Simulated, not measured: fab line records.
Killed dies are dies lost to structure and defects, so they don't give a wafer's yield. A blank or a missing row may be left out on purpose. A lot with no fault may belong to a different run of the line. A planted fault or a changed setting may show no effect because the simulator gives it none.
What tool caused it? + flow nand harc + Sampling: 6 lots, 18 wafers, 5 of 1302 route steps

WHAT THE GAUGES SHOWED, per wafer
NHARC_END_SORT_01.
| lot  | measured     | on        | killed at array |
|------|--------------|-----------|-----------------|
| L112 | day 28 20:40 | prober-02 | 39 590 41       |

WHICH TOOL RAN EACH LOT (tool, then ch and the chambers of the sampled wafers, then the start)
| lot  | NHARC_A_STAIRCASE_STRIP_171          | NHARC_A_STAIRCASE_ETCH_13          | NHARC_A_STAIRCASE_TRIM_20          | NHARC_A_STAIRCASE_ETCH_25                   |
|------|--------------------------------------|------------------------------------|------------------------------------|---------------------------------------------|
| L102 | plasma asher-02 ch 1, day 15 20:07   | rie diel-07 ch 0,1,3, day 16 01:22 | rie diel-07 ch 1,2,3, day 16 02:54 | rie diel-07 ch 0,2, no start                |
| L109 | plasma asher-01 ch 0,1, day 18 09:19 | rie diel-10 ch 1,2,3, day 18 11:04 | rie diel-07 ch 1,2, day 18 12:01   | rie diel-07 ch 0,1,2, no start              |
| L112 | plasma asher-01 ch 0,1, day 20 06:36 | rie diel-10 ch 0,1,3, day 20 08:21 | rie diel-04 ch 1,2, day 20 09:14   | rie diel-04 ch 1,2, day 28 20:40 or earlier |
| L119 | plasma asher-02 ch 1, day 22 22:19   | rie diel-07 ch 1,2, day 23 00:04   | rie diel-04 ch 0,2, day 23 01:29   | rie diel-04 ch 0,1, no start                |
| L120 | plasma asher-02 ch 0,1, day 23 18:37 | rie diel-04 ch 0,3, day 23 20:19   | rie diel-10 ch 2,3, day 23 21:25   | rie diel-10 ch 0,2,3, no start              |
| L122 | plasma asher-02 ch 0,1, day 24 17:14 | rie diel-04 ch 2,3, day 24 18:53   | rie diel-10 ch 0,3, day 24 19:46   | rie diel-10 ch 0,2,3, no start              |
- NHARC_A_STAIRCASE_STRIP_171: strips in O2.
- NHARC_A_STAIRCASE_ETCH_13: etches the open film in C4F8/O2, target depth 100 nm, time 40.5 s.
- NHARC_A_STAIRCASE_TRIM_20: chemistry O2, time 211.2 s.
- NHARC_A_STAIRCASE_ETCH_25: etches the open film in C4F8/O2, target depth 100 nm, time 40.5 s.

THE ANSWER, worked out from the rows above alone
Rule: what is usual is taken from the lots themselves. The widest of any qualifying gaps counts: lots, ordered by their means at a reading, are off when they make up no more than a third of the lots, leave a main group of 4 or more, and stand apart from it by 3 or more times the standard deviation of that group's means. If all means in a main group match to the digits the tables above print for the reading, that group is not used. Also off: a lot with no number at a reading for which 4 or more lots have one. The other lots that the step has rows for count as sound.
Across all readings shown, no lot is off: no conclusion can be drawn from this.

WHAT THE SIMULATOR HAD INSERTED
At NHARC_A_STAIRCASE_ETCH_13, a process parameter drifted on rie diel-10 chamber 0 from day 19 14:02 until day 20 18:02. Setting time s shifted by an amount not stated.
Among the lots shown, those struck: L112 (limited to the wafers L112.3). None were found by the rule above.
